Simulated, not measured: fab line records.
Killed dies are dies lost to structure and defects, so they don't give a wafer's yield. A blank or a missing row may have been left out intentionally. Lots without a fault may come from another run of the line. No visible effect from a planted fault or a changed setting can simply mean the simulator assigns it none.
fab line records | flow n5_finfet | part 2 of 2: steps 5 to 6 of 6
[record] lots = 20 | wafers = 60 | last_day = 20
route steps=1938 shown BEOL_M0_SAQP@659 BEOL_M0@722
lots with no fault: from the same line, run without faults
start_h: start of the lot's first displayed wafer, in hours after the record's first day | wait_h: hours since the lot's step before | " unchanged from the row above | L1.1+2: a single row standing in for several wafers | - no value, or no start given | * or withheld: withheld | < > ~ a bound
route shown NAME@n: a module of which the file shows steps, and the number in the route of the first | usual: mean and standard deviation over wafers with no fault | same: alike in all rows | chamber/n: place in a boat | sites: per-site readings | _std_site: the standard deviation of these | _edge_site: mean of outer sites minus mean of inner sites | radius_mm: how far each site lies from the wafer's centre | mask NAME#n: copy n | behind: tool/chamber where the wafer was last shaped | hold: reason for holding the lot/hours on hold/outcome of the hold | device: which transistor (n, p or np) failed to switch | end of line: the same wafers' tests at the end of the route | where a step has no rows: the recipe by itself | killed: at the first sort, the dies lost to defects and structure; wafer yield is something else | map: per-die view of a wafer (x killed, . not killed, _ where there is no die)
set.NAME: setting as actually run; set.NAME@STEP: the setting as run at that earlier step | model.NAME: the simulator's own value behind a step, which no gauge read
a sample of lots followed through the steps of the route, with each step as a table and each wafer as a row
services: the hour from which a tool's chamber was out of use, counted from the record's first day as start_h (under 0 if before that day), plus the number of hours and why
[[steps]]
[step N5_BEOL_M0_STRIP_142]
[recipe] chemistry = N2/H2 | time_s = 10 | power_w = 450 | temp_c = 40 | pressure_mtorr = 20 | rf_frequency_hz = 6e+07 | bias_power_w = 7 | n2_flow_sccm = 200 | h2_flow_sccm = 200
[usual] chamber_pressure_mTorr = 20.001/0.018 | drypump_motor_current_A = 5.6/0.52 | oes_product_au = 0.83/0.083 | rf_vpp_V = 59.3/0.83 | showerhead_plenum_p_Torr = 2.58/0.1 | throttle_valve_pct = 23.61/0.23
lot.wafer | tool        | chamber | start_h | wait_h | chamber_pressure_mTorr | drypump_motor_current_A | oes_product_au | rf_hours_counter_h | rf_vpp_V | showerhead_plenum_p_Torr | throttle_valve_pct
L074.1    | rie_diel-03 | 3       | 113.88  | 0.0    | 20.025                 | 4.8                     | 0.73           | 185                | 60.4     | 2.63                     | 24.10
L074.4    | "           | 0       | "       | "      | 20.006                 | 5.5                     | 0.68           | 230                | 59.4     | 2.49                     | 23.35
L074.6    | "           | 3       | "       | "      | 20.006                 | 4.9                     | 0.73           | -                  | 59.1     | 2.63                     | 24.09
L075.1    | rie_diel-03 | 2       | 123.99  | 0.0    | 20.006                 | 5.3                     | 0.74           | 184                | 58.5     | 2.43                     | 23.87
L075.4    | "           | 1       | "       | "      | 19.990                 | 6.5                     | 0.90           | 36                 | 60.1     | 2.71                     | 23.65
L075.5    | "           | 0       | "       | "      | 20.001                 | 5.5                     | 0.69           | -                  | 58.4     | 2.49                     | 23.36
L076.2    | rie_diel-04 | 0       | 129.32  | 0.0    | 19.979                 | 5.3                     | 0.93           | 19                 | 58.9     | 2.49                     | 23.57
L076.3    | "           | 1       | "       | "      | 19.983                 | 5.1                     | 0.95           | 4                  | 60.7     | 2.72                     | 23.54
L076.5    | "           | 2       | "       | "      | 20.001                 | 6.1                     | 0.83           | -                  | 58.3     | 2.56                     | 23.33
L077.1    | rie_diel-04 | 0       | 135.42  | 0.0    | 20.017                 | 5.3                     | 0.92           | 21                 | 58.8     | 2.49                     | 23.57
L077.4    | "           | 3       | "       | "      | 19.996                 | 6.0                     | 0.68           | 239                | 58.7     | 2.39                     | 23.73
L077.5    | "           | 3       | "       | "      | 20.023                 | 6.1                     | 0.68           | -                  | 57.4     | 2.39                     | 23.72
L078.1    | rie_diel-03 | 0       | 137.93  | 0.0    | 20.013                 | 5.5                     | 0.69           | 240                | 58.8     | 2.49                     | 23.36
L078.4    | "           | 2       | "       | "      | 19.975                 | 5.3                     | 0.74           | 187                | 58.7     | 2.43                     | 23.87
L078.6    | "           | 1       | "       | "      | 19.992                 | 6.5                     | 0.91           | -                  | 59.6     | 2.70                     | 23.68
L079.4    | rie_diel-03 | 3       | 145.15  | 0.0    | 19.991                 | 4.9                     | 0.73           | 196                | 60.1     | 2.62                     | 24.10
L079.5    | "           | 3       | "       | "      | 19.998                 | 4.8                     | 0.72           | -                  | 58.6     | 2.62                     | 24.11
L079.6    | "           | 2       | "       | "      | 20.015                 | 5.3                     | 0.73           | -                  | 58.6     | 2.43                     | 23.85
L080.2    | rie_diel-03 | 0       | 160.86  | 0.0    | 20.003                 | 5.5                     | 0.69           | 249                | 58.0     | 2.49                     | 23.38
L080.3    | "           | 1       | "       | "      | 20.009                 | 6.5                     | 0.89           | 50                 | 60.4     | 2.70                     | 23.68
L080.6    | "           | 2       | "       | "      | 20.015                 | 5.3                     | 0.74           | -                  | 57.8     | 2.42                     | 23.87
L082.1    | rie_diel-01 | 2       | 168.55  | 0.0    | 19.996                 | 5.3                     | 0.93           | 14                 | 60.0     | 2.71                     | 23.48
L082.5    | "           | 1       | "       | "      | 20.013                 | 5.1                     | 0.89           | -                  | 60.3     | 2.70                     | 23.58
L082.6    | "           | 0       | "       | "      | 20.010                 | 5.8                     | 0.81           | -                  | 58.9     | 2.56                     | 23.36
L083.1    | rie_diel-01 | 2       | 172.28  | 0.0    | 19.992                 | 5.3                     | 0.94           | 16                 | 59.6     | 2.71                     | 23.48
L083.4    | "           | 1       | "       | "      | 19.996                 | 5.1                     | 0.90           | 33                 | 58.7     | 2.70                     | 23.58
L083.6    | "           | 2       | "       | "      | 19.978                 | 5.3                     | 0.93           | -                  | 59.4     | 2.71                     | 23.48
L084.2    | rie_diel-01 | 0       | 176.96  | 0.0    | 20.031                 | 5.8                     | 0.80           | 92                 | 58.8     | 2.55                     | 23.35
L084.3    | "           | 1       | "       | "      | 19.999                 | 5.1                     | 0.88           | 34                 | 60.4     | 2.70                     | 23.57
L084.5    | "           | 3       | "       | "      | 20.008                 | 6.3                     | 0.88           | -                  | 59.6     | 2.49                     | 23.74
L086.1    | rie_diel-04 | 0       | 189.55  | 0.0    | 20.000                 | 5.3                     | 0.89           | 41                 | 57.9     | 2.48                     | 23.60
L086.4    | "           | 0       | "       | "      | 20.033                 | 5.3                     | 0.88           | -                  | 60.3     | 2.48                     | 23.59
L086.5    | "           | 2       | "       | "      | 19.964                 | 6.1                     | 0.80           | -                  | 59.1     | 2.55                     | 23.36
L085.3    | rie_diel-04 | 0       | 193.28  | 0.0    | 20.028                 | 5.3                     | 0.87           | 43                 | 59.7     | 2.48                     | 23.61
L085.4    | "           | 0       | "       | "      | 19.989                 | 5.3                     | 0.87           | -                  | 59.1     | 2.48                     | 23.59
L085.5    | "           | 1       | "       | "      | 20.014                 | 5.1                     | 0.89           | -                  | 60.3     | 2.71                     | 23.59
L087.4    | rie_diel-04 | 2       | 199.36  | 0.0    | 20.012                 | 6.2                     | 0.80           | -                  | 58.4     | 2.55                     | 23.37
L087.5    | "           | 0       | "       | "      | 19.980                 | 5.3                     | 0.88           | -                  | 59.0     | 2.48                     | 23.60
L087.6    | "           | 1       | "       | "      | 19.995                 | 5.1                     | 0.89           | -                  | 60.1     | 2.70                     | 23.61
L089.3    | rie_diel-03 | 0       | 206.12  | 0.0    | 19.949                 | 5.5                     | 0.97           | 9                  | 57.5     | 2.48                     | 23.14
L089.4    | "           | 2       | "       | "      | 19.994                 | 5.3                     | 0.72           | 216                | 59.2     | 2.42                     | 23.91
L089.6    | "           | 1       | "       | "      | 19.987                 | 6.5                     | 0.86           | -                  | 60.6     | 2.69                     | 23.71
L088.1    | rie_diel-04 | 1       | 211.81  | 0.0    | 20.011                 | 5.1                     | 0.86           | 36                 | 59.1     | 2.70                     | 23.61
L088.4    | "           | 3       | "       | "      | 19.973                 | 6.0                     | 0.99           | 4                  | 61.0     | 2.71                     | 23.53
L088.6    | "           | 1       | "       | "      | 19.965                 | 5.0                     | 0.87           | -                  | 59.8     | 2.70                     | 23.61
L090.1    | rie_diel-04 | 1       | 214.92  | 0.0    | 20.024                 | 5.1                     | 0.87           | 37                 | 58.8     | 2.70                     | 23.61
L090.5    | "           | 0       | "       | "      | 20.014                 | 5.3                     | 0.86           | -                  | 58.8     | 2.48                     | 23.60
L090.6    | "           | 3       | "       | "      | 20.022                 | 6.1                     | 0.99           | -                  | 60.8     | 2.71                     | 23.55
L091.2    | rie_diel-01 | 0       | 218.13  | 0.0    | 19.983                 | 5.8                     | 0.79           | 107                | 58.6     | 2.55                     | 23.39
L091.3    | "           | 2       | "       | "      | 19.997                 | 5.3                     | 0.90           | 32                 | 59.5     | 2.70                     | 23.50
L091.4    | "           | 3       | "       | "      | 19.978                 | 6.3                     | 0.87           | 42                 | 58.3     | 2.48                     | 23.78
L093.2    | rie_diel-03 | 2       | 235.50  | 0.0    | 20.000                 | 5.3                     | 0.72           | 225                | 58.2     | 2.41                     | 23.91
L093.3    | "           | 3       | "       | "      | 19.999                 | 4.8                     | 0.72           | 220                | 60.0     | 2.61                     | 24.14
L093.4    | "           | 0       | "       | "      | 19.989                 | 5.5                     | 0.93           | 20                 | 59.5     | 2.48                     | 23.16
L095.1    | rie_diel-01 | 0       | 244.57  | 0.0    | 19.983                 | 5.7                     | 0.79           | 115                | 59.7     | 2.54                     | 23.40
L095.3    | "           | 2       | "       | "      | 19.994                 | 5.3                     | 0.88           | 41                 | 59.6     | 2.69                     | 23.50
L095.6    | "           | 0       | "       | "      | 20.001                 | 5.8                     | 0.79           | -                  | 58.0     | 2.54                     | 23.41
L097.1    | rie_diel-04 | 2       | 274.29  | 0.0    | 19.991                 | 6.2                     | 0.77           | 125                | 59.5     | 2.54                     | 23.41
L097.2    | "           | 3       | "       | "      | 20.031                 | 6.1                     | 0.92           | 26                 | 60.6     | 2.70                     | 23.57
L097.5    | "           | 1       | "       | "      | 19.992                 | 5.0                     | 0.84           | -                  | 60.4     | 2.69                     | 23.64
[step N5_BEOL_M0_CO_CAP_123]
[recipe] material = Co | target_thk_a = 20 | temp_c = 200 | precursor = CCTBA/H2 | pressure_torr = 30 | time_s = 102.1
[usual] chamber_pressure_Torr = 30.00/0.065 | heater_power_w = 227/25
lot.wafer | tool      | chamber | start_h | wait_h | chamber_pressure_Torr | heater_power_w
L074.1    | cvd_co-01 | 2       | 118.34  | 0.0    | 30.00                 | 223
L074.4    | "         | 0       | "       | "      | 29.83                 | 231
L074.6    | "         | 0       | "       | "      | 29.97                 | 235
L075.1    | cvd_co-01 | 2       | 126.87  | 0.0    | 29.81                 | 227
L075.4    | "         | 0       | "       | "      | 29.90                 | 232
L075.5    | "         | 2       | "       | "      | 30.01                 | 223
L076.2    | cvd_co-01 | 2       | 136.24  | 0.0    | 29.95                 | 230
L076.3    | "         | 0       | "       | "      | 29.96                 | 234
L076.5    | "         | 0       | "       | "      | 30.03                 | 234
L077.1    | cvd_co-02 | 2       | 138.22  | 0.0    | 30.09                 | 194
L077.4    | "         | 1       | "       | "      | 30.04                 | 216
L077.5    | "         | 0       | "       | "      | 29.95                 | 267
L078.1    | cvd_co-02 | 0       | 140.61  | 0.0    | 29.93                 | 265
L078.4    | "         | 2       | "       | "      | 29.95                 | 193
L078.6    | "         | 1       | "       | "      | 29.84                 | 218
L079.4    | cvd_co-01 | 0       | 149.86  | 0.0    | 29.99                 | 230
L079.5    | "         | 1       | "       | "      | 30.07                 | 216
L079.6    | "         | 2       | "       | "      | 30.02                 | 226
L080.2    | cvd_co-02 | 2       | 163.75  | 0.0    | 29.97                 | 197
L080.3    | "         | 1       | "       | "      | 30.07                 | 212
L080.6    | "         | 2       | "       | "      | 29.96                 | 191
L082.1    | cvd_co-02 | 0       | 171.52  | 0.0    | 29.89                 | 265
L082.5    | "         | 1       | "       | "      | 30.14                 | 210
L082.6    | "         | 0       | "       | "      | 30.00                 | 269
L083.1    | cvd_co-01 | 2       | 177.20  | 0.0    | 30.03                 | 214
L083.4    | "         | 2       | "       | "      | 30.03                 | 225
L083.6    | "         | 0       | "       | "      | 29.94                 | 236
L084.2    | cvd_co-01 | 2       | 181.43  | 0.0    | 30.03                 | 228
L084.3    | "         | 1       | "       | "      | 29.98                 | 215
L084.5    | "         | 0       | "       | "      | 30.06                 | 239
L086.1    | cvd_co-02 | 0       | 193.91  | 0.0    | 30.16                 | 273
L086.4    | "         | 2       | "       | "      | 29.91                 | 190
L086.5    | "         | 1       | "       | "      | 29.97                 | 219
L085.3    | cvd_co-02 | 0       | 196.70  | 0.0    | 29.85                 | 275
L085.4    | "         | 0       | "       | "      | 29.98                 | 272
L085.5    | "         | 1       | "       | "      | 30.05                 | 218
L087.4    | cvd_co-01 | 0       | 203.34  | 0.0    | 30.00                 | 239
L087.5    | "         | 2       | "       | "      | 30.00                 | 227
L087.6    | "         | 1       | "       | "      | 30.03                 | 216
L089.3    | cvd_co-02 | 2       | 209.79  | 0.0    | 29.99                 | 193
L089.4    | "         | 0       | "       | "      | 29.99                 | 264
L089.6    | "         | 2       | "       | "      | 30.08                 | 196
L088.1    | cvd_co-02 | 0       | 213.93  | 0.0    | 29.90                 | 270
L088.4    | "         | 2       | "       | "      | 30.08                 | 195
L088.6    | "         | 0       | "       | "      | 30.06                 | 280
L090.1    | cvd_co-02 | 2       | 219.57  | 0.0    | 29.95                 | 193
L090.5    | "         | 1       | "       | "      | 30.03                 | 208
L090.6    | "         | 0       | "       | "      | 29.99                 | 270
L091.2    | cvd_co-01 | 2       | 222.44  | 0.0    | 29.84                 | 221
L091.3    | "         | 0       | "       | "      | 29.96                 | 238
L091.4    | "         | 2       | "       | "      | 29.98                 | 226
L093.2    | cvd_co-02 | 0       | 238.02  | 0.0    | 30.05                 | 278
L093.3    | "         | 2       | "       | "      | 30.00                 | 198
L093.4    | "         | 0       | "       | "      | 30.04                 | 273
L095.1    | cvd_co-02 | 2       | 247.74  | 0.0    | 29.98                 | 195
L095.3    | "         | 1       | "       | "      | 30.04                 | 217
L095.6    | "         | 2       | "       | "      | 30.00                 | 195
L097.1    | cvd_co-02 | 1       | 278.00  | 0.0    | 30.02                 | 210
L097.2    | "         | 0       | "       | "      | 30.01                 | 265
L097.5    | "         | 0       | "       | "      | 29.97                 | 273
[[services]]
tool        | chamber | start_h | hours | kind
ald_sin-03  | -       | 85.81   | 14.0  | pm
ald_sin-01  | 2       | 93.51   | 33.4  | repair
rie_diel-02 | 0       | 96.26   | 6.7   | repair
rie_diel-02 | -       | 97.17   | 0.2   | repair
rie_diel-04 | 3       | 103.26  | 4.3   | repair
rie_diel-02 | -       | 112.60  | 2.8   | pm
rie_diel-06 | 2       | 128.81  | 12.8  | repair
ald_sin-01  | 0       | 131.12  | 7.1   | repair
rie_diel-04 | 3       | 138.33  | 9.4   | repair
rie_diel-06 | -       | 143.51  | 0.7   | repair
cvd_co-02   | 1       | 151.27  | 3.5   | repair
cvd_co-01   | -       | 155.57  | 2.8   | repair
cvd_co-02   | -       | 158.58  | 2.4   | repair
rie_diel-02 | 3       | 173.20  | 15.3  | repair
cvd_co-02   | -       | 179.15  | 2.8   | repair
rie_diel-02 | 0       | 191.16  | 13.6  | repair
rie_si-02   | -       | 199.75  | 14.6  | pm
cvd_co-01   | -       | 210.62  | 0.6   | repair
ald_sin-01  | 2       | 236.07  | 3.2   | repair
cvd_co-01   | -       | 239.13  | 65.6  | repair
rie_si-02   | -       | 243.82  | 0.4   | repair
cvd_co-02   | 2       | 266.37  | 19.5  | repair
rie_diel-05 | 1       | 268.62  | 5.2   | repair
ald_sin-01  | -       | 270.31  | 14.0  | pm
